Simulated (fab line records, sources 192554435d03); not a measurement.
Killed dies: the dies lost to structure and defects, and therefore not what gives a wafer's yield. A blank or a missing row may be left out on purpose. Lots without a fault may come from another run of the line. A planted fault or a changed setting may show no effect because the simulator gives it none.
Split-lot study / flow n5-finfet / on a route of 1938 steps: 7 lots, 39 wafers read

ON THE SPLIT
At N5_SD_EPI_P_EPI_21 (deposits SiGe:B, time 355 s), the setting time-s was moved away from the recipe's 355 s on 9 of the 39 wafers read, by -18.3% to +19.0%. For the rest of the wafers, this setting stayed at what the recipe calls for.

FROM THE SPLIT TO THE READING: what the file shows between them, 8 steps
- N5_SD_EPI_P_EPI_MEAS_23
- N5_SD_EPI_P_HM_STRIP_48: strips SiNx in H3PO4, material SiNx, target depth 3 nm
- N5_SD_EPI_P_SRD_49: time 30 s
- N5_SD_EPI_P_PRECLEAN_24: cleans in O3/DIW, time 45 s
- N5_SD_EPI_P_PRECLEAN_32: cleans in dHF, time 10 s
- N5_SD_EPI_P_PRECLEAN_33: cleans in SC2, time 45 s
- N5_SD_ACTIVATION_RTA_00: time 0 s
- N5_SD_ACTIVATION_LSA_01: time 0.0008 s

THE READING
Measured at N5_SD_ACTIVATION_RS_MEAS_03 by four-point probe: RS_SD_P, in ohm/sq. A value of 56.1 ohm/sq with a standard deviation of 0.82 ohm/sq is what fault-free wafers of this fab line usually give.

wafer=L074.1; tool, chamber at the split=epi-rpcvd-01, 0; time-s as run, s=355; against the recipe=recipe; RS_SD_P, ohm/sq=56.0; against lot-mates on the recipe=-
wafer=L074.4; tool, chamber at the split=epi-rpcvd-01, 0; time-s as run, s=355; against the recipe=recipe; RS_SD_P, ohm/sq=55.3; against lot-mates on the recipe=-
wafer=L074.5; tool, chamber at the split=epi-rpcvd-01, 0; time-s as run, s=355; against the recipe=recipe; RS_SD_P, ohm/sq=55.3; against lot-mates on the recipe=-
wafer=L076.1; tool, chamber at the split=epi-rpcvd-01, 0; time-s as run, s=355; against the recipe=recipe; RS_SD_P, ohm/sq=57.2; against lot-mates on the recipe=-
wafer=L076.2; tool, chamber at the split=epi-rpcvd-01, 0; time-s as run, s=355; against the recipe=recipe; RS_SD_P, ohm/sq=57.7; against lot-mates on the recipe=-
wafer=L076.3; tool, chamber at the split=epi-rpcvd-01, 0; time-s as run, s=355; against the recipe=recipe; RS_SD_P, ohm/sq=56.7; against lot-mates on the recipe=-
wafer=L076.4; tool, chamber at the split=epi-rpcvd-01, 0; time-s as run, s=355; against the recipe=recipe; RS_SD_P, ohm/sq=56.9; against lot-mates on the recipe=-
wafer=L076.5; tool, chamber at the split=epi-rpcvd-01, 0; time-s as run, s=355; against the recipe=recipe; RS_SD_P, ohm/sq=57.2; against lot-mates on the recipe=-
wafer=L076.6; tool, chamber at the split=epi-rpcvd-01, 0; time-s as run, s=355; against the recipe=recipe; RS_SD_P, ohm/sq=57.2; against lot-mates on the recipe=-
wafer=L077.1; tool, chamber at the split=epi-rpcvd-01, 0; time-s as run, s=355; against the recipe=recipe; RS_SD_P, ohm/sq=55.6; against lot-mates on the recipe=-
wafer=L077.2; tool, chamber at the split=epi-rpcvd-01, 0; time-s as run, s=355; against the recipe=recipe; RS_SD_P, ohm/sq=55.1; against lot-mates on the recipe=-
wafer=L077.3; tool, chamber at the split=epi-rpcvd-01, 0; time-s as run, s=355; against the recipe=recipe; RS_SD_P, ohm/sq=54.6; against lot-mates on the recipe=-
wafer=L077.4; tool, chamber at the split=epi-rpcvd-01, 0; time-s as run, s=355; against the recipe=recipe; RS_SD_P, ohm/sq=55.8; against lot-mates on the recipe=-
wafer=L077.5; tool, chamber at the split=epi-rpcvd-01, 0; time-s as run, s=355; against the recipe=recipe; RS_SD_P, ohm/sq=54.9; against lot-mates on the recipe=-
wafer=L077.6; tool, chamber at the split=epi-rpcvd-01, 0; time-s as run, s=355; against the recipe=recipe; RS_SD_P, ohm/sq=54.2; against lot-mates on the recipe=-
wafer=L079.1; tool, chamber at the split=epi-rpcvd-02, 0; time-s as run, s=420; against the recipe=+18.3%; RS_SD_P, ohm/sq=50.4; against lot-mates on the recipe=-5.8
wafer=L079.2; tool, chamber at the split=epi-rpcvd-02, 0; time-s as run, s=420; against the recipe=+18.3%; RS_SD_P, ohm/sq=51.2; against lot-mates on the recipe=-5.0
wafer=L079.3; tool, chamber at the split=epi-rpcvd-02, 0; time-s as run, s=420; against the recipe=+18.3%; RS_SD_P, ohm/sq=50.4; against lot-mates on the recipe=-5.8
wafer=L079.4; tool, chamber at the split=epi-rpcvd-02, 0; time-s as run, s=355; against the recipe=recipe; RS_SD_P, ohm/sq=56.7; against lot-mates on the recipe=-
wafer=L079.5; tool, chamber at the split=epi-rpcvd-02, 0; time-s as run, s=355; against the recipe=recipe; RS_SD_P, ohm/sq=56.4; against lot-mates on the recipe=-
wafer=L079.6; tool, chamber at the split=epi-rpcvd-02, 0; time-s as run, s=355; against the recipe=recipe; RS_SD_P, ohm/sq=55.4; against lot-mates on the recipe=-
wafer=L081.1; tool, chamber at the split=epi-rpcvd-01, 0; time-s as run, s=355; against the recipe=recipe; RS_SD_P, ohm/sq=56.6; against lot-mates on the recipe=-
wafer=L081.2; tool, chamber at the split=epi-rpcvd-01, 0; time-s as run, s=355; against the recipe=recipe; RS_SD_P, ohm/sq=56.7; against lot-mates on the recipe=-
wafer=L081.3; tool, chamber at the split=epi-rpcvd-01, 0; time-s as run, s=355; against the recipe=recipe; RS_SD_P, ohm/sq=57.2; against lot-mates on the recipe=-
wafer=L081.4; tool, chamber at the split=epi-rpcvd-01, 0; time-s as run, s=355; against the recipe=recipe; RS_SD_P, ohm/sq=56.7; against lot-mates on the recipe=-
wafer=L081.5; tool, chamber at the split=epi-rpcvd-01, 0; time-s as run, s=355; against the recipe=recipe; RS_SD_P, ohm/sq=55.8; against lot-mates on the recipe=-
wafer=L081.6; tool, chamber at the split=epi-rpcvd-01, 0; time-s as run, s=355; against the recipe=recipe; RS_SD_P, ohm/sq=56.9; against lot-mates on the recipe=-
wafer=L088.1; tool, chamber at the split=epi-rpcvd-03, 0; time-s as run, s=422.5; against the recipe=+19.0%; RS_SD_P, ohm/sq=49.5; against lot-mates on the recipe=-6.2
wafer=L088.2; tool, chamber at the split=epi-rpcvd-03, 0; time-s as run, s=422.5; against the recipe=+19.0%; RS_SD_P, ohm/sq=48.8; against lot-mates on the recipe=-6.9
wafer=L088.3; tool, chamber at the split=epi-rpcvd-03, 0; time-s as run, s=422.5; against the recipe=+19.0%; RS_SD_P, ohm/sq=48.9; against lot-mates on the recipe=-6.8
wafer=L088.4; tool, chamber at the split=epi-rpcvd-03, 0; time-s as run, s=355; against the recipe=recipe; RS_SD_P, ohm/sq=56.3; against lot-mates on the recipe=-
wafer=L088.5; tool, chamber at the split=epi-rpcvd-03, 0; time-s as run, s=355; against the recipe=recipe; RS_SD_P, ohm/sq=55.8; against lot-mates on the recipe=-
wafer=L088.6; tool, chamber at the split=epi-rpcvd-03, 0; time-s as run, s=355; against the recipe=recipe; RS_SD_P, ohm/sq=55.1; against lot-mates on the recipe=-
wafer=L091.1; tool, chamber at the split=epi-rpcvd-02, 0; time-s as run, s=290; against the recipe=-18.3%; RS_SD_P, ohm/sq=63.1; against lot-mates on the recipe=+7.9
wafer=L091.2; tool, chamber at the split=epi-rpcvd-02, 0; time-s as run, s=355; against the recipe=recipe; RS_SD_P, ohm/sq=54.9; against lot-mates on the recipe=-
wafer=L091.3; tool, chamber at the split=epi-rpcvd-02, 0; time-s as run, s=290; against the recipe=-18.3%; RS_SD_P, ohm/sq=62.9; against lot-mates on the recipe=+7.7
wafer=L091.4; tool, chamber at the split=epi-rpcvd-02, 0; time-s as run, s=290; against the recipe=-18.3%; RS_SD_P, ohm/sq=63.2; against lot-mates on the recipe=+8.0
wafer=L091.5; tool, chamber at the split=epi-rpcvd-02, 0; time-s as run, s=355; against the recipe=recipe; RS_SD_P, ohm/sq=55.6; against lot-mates on the recipe=-
wafer=L091.6; tool, chamber at the split=epi-rpcvd-02, 0; time-s as run, s=355; against the recipe=recipe; RS_SD_P, ohm/sq=55.2; against lot-mates on the recipe=-

THE FIT
A straight line over all 39 wafers: RS_SD_P changes by -0.35 ohm/sq for each +1% of time-s; r = -0.96; the points scatter about the line by 0.89 ohm/sq.
The same after taking each lot's own level away (the mean of its wafers on the recipe; 39 wafers): -0.363 ohm/sq for each +1%; r = -0.98; scatter 0.6 ohm/sq.
Per that fit: largest time-s move, reading shift of 6.9 ohm/sq.
The lots' own levels span 55.03 to 57.15 ohm/sq, that is 2.6 times the standard deviation above.
The two slopes agree, so the slope changes little with the lot-to-lot level.
Check: for one of the wafers moved furthest among these (+19.0%), held out of the fit, the line's prediction against its lot-mates is -6.77 ohm/sq. It came out at -6.23 ohm/sq against them.

THE OTHER SPLITS THESE WAFERS WENT THROUGH
Other splits were also applied to these wafers ahead of the reading. Each is held against what the fit with the lots' levels taken away leaves over:
other split on the same wafers=N5_FIN_SAQP_ETCH_65 time-s; wafers away from the commonest value=15; r with RS_SD_P (lot level and that fit taken away)=-0.04
other split on the same wafers=N5_DUMMY_GATE_ETCH_42 bias-w; wafers away from the commonest value=15; r with RS_SD_P (lot level and that fit taken away)=-0.23

THE WHOLE CHAIN: every reading that the file lists as answering this split, in the file's order
step=N5_SD_EPI_P_EPI_21; what it does=deposits SiGe:B, time 355 s; reading=SiGe-B_of_SD_EPI_P_EPI_21.thk-nm (the simulator's own value, which no gauge read); change (the file's fit)=+0.41 nm for each +1% of the setting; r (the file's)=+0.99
step=N5_SD_EPI_P_EPI_MEAS_23; what it does=; reading=thk-nm; change (the file's fit)=withheld for each +1% of the setting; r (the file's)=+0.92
step=N5_SD_EPI_P_PRECLEAN_24; what it does=cleans in O3/DIW, time 45 s; reading=SiGe-B_of_SD_EPI_P_EPI_21.thk-nm (the simulator's own value, which no gauge read); change (the file's fit)=+0.404 nm for each +1% of the setting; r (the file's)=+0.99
step=N5_SD_ACTIVATION_RS_MEAS_03; what it does=measures by four-point-probe; reading=RS_SD_P; change (the file's fit)=-0.359 for each +1% of the setting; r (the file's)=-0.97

FILE'S OWN FIT
RS_SD_P changes by -0.359 ohm/sq for each +1% of time-s, r = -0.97.
